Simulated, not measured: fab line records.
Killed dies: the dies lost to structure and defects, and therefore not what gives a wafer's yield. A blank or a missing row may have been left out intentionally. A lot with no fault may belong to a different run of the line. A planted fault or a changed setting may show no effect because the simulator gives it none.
One fault seen from 2 desks + flow nand-harc + every desk sees just its own numbers, and what lay behind them comes last

## THE TOOL OWNER'S DESK: rie-metal-02
The tool's own readings at NHARC_A_WL_FILL_ETCHBACK_17 (etches the open film in Cl2/BCl3, target depth 4 nm, time 26.7 s): means of the sampled wafers that have a number, for each lot that ran on this tool. Marked OUT: a lot whose mean sits more than 4 standard deviations from the usual mean, which makes it out of limits; the brackets give that distance.
Columns: A = drypump-motor-current-A at NHARC_A_WL_FILL_ETCHBACK_17, usual 5.9 A; B = oes-product-au at NHARC_A_WL_FILL_ETCHBACK_17, usual 0.999 a.u.; C = run-length-s at NHARC_A_WL_FILL_ETCHBACK_17, usual 48.0 s
| lot  | first seen here | A   | B     | C              |
|------|-----------------|-----|-------|----------------|
| L438 | day 21 17:28    | 5.6 | 0.996 | 48.4           |
| L443 | day 23 19:50    | 5.9 | 0.998 | 48.3           |
| L447 | day 25 22:49    | 5.6 | 0.993 | 48.2           |
| L450 | day 28 00:31    | 6.1 | 1.017 | 35.7 (-33) OUT |
This desk finds L450 out of limits, L450 being first, at day 28 00:31 (run-length-s at NHARC_A_WL_FILL_ETCHBACK_17). In limits: L438, L443, L447.

## THE METROLOGY DESK
What the gauges read for every lot (on any tool): the sampled wafers with a number, averaged. Marked OUT: a lot whose mean sits more than 4 standard deviations from the usual mean, which makes it out of limits; the brackets give that distance.
Columns: A = cd-nm at NHARC_A_SLIT_CD_MEAS_21, usual 289.8 nm
| lot  | first seen here | A     |
|------|-----------------|-------|
| L437 | day 20 13:27    | 289.4 |
| L435 | day 20 18:18    | 287.8 |
| L438 | day 20 21:26    | 290.9 |
| L439 | day 21 13:11    | 288.9 |
| L442 | day 23 00:33    | 289.4 |
| L443 | day 23 01:25    | 290.6 |
| L446 | day 25 01:15    | 289.5 |
| L447 | day 25 02:43    | 290.0 |
| L450 | day 27 05:56    | 289.2 |
| L454 | day 28 04:02    | 290.7 |
| L455 | day 28 06:05    | 290.4 |
| L457 | day 28 09:29    | 288.9 |
| L456 | day 28 14:11    | 289.6 |
This desk's finding: nothing out of limits on any of the 13 lots.

## ALL TOGETHER
At day 28 00:31, on L450, the tool owner's desk was in a position to raise an alarm.
Nothing out of limits was seen by the metrology desk.
The metrology desk holds a record of L450, inside its limits.
All the named lots went through NHARC_A_WL_FILL_ETCHBACK_17 on rie-metal-02.

## WHAT THE SIMULATOR PUT IN
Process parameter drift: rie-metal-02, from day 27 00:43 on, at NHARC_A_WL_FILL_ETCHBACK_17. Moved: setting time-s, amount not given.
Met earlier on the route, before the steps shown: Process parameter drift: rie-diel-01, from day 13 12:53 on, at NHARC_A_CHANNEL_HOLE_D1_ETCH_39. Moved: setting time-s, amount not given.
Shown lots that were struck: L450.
How many hours passed from the start of the fault until each desk's first out-of-limits reading: the tool owner's desk, 24.
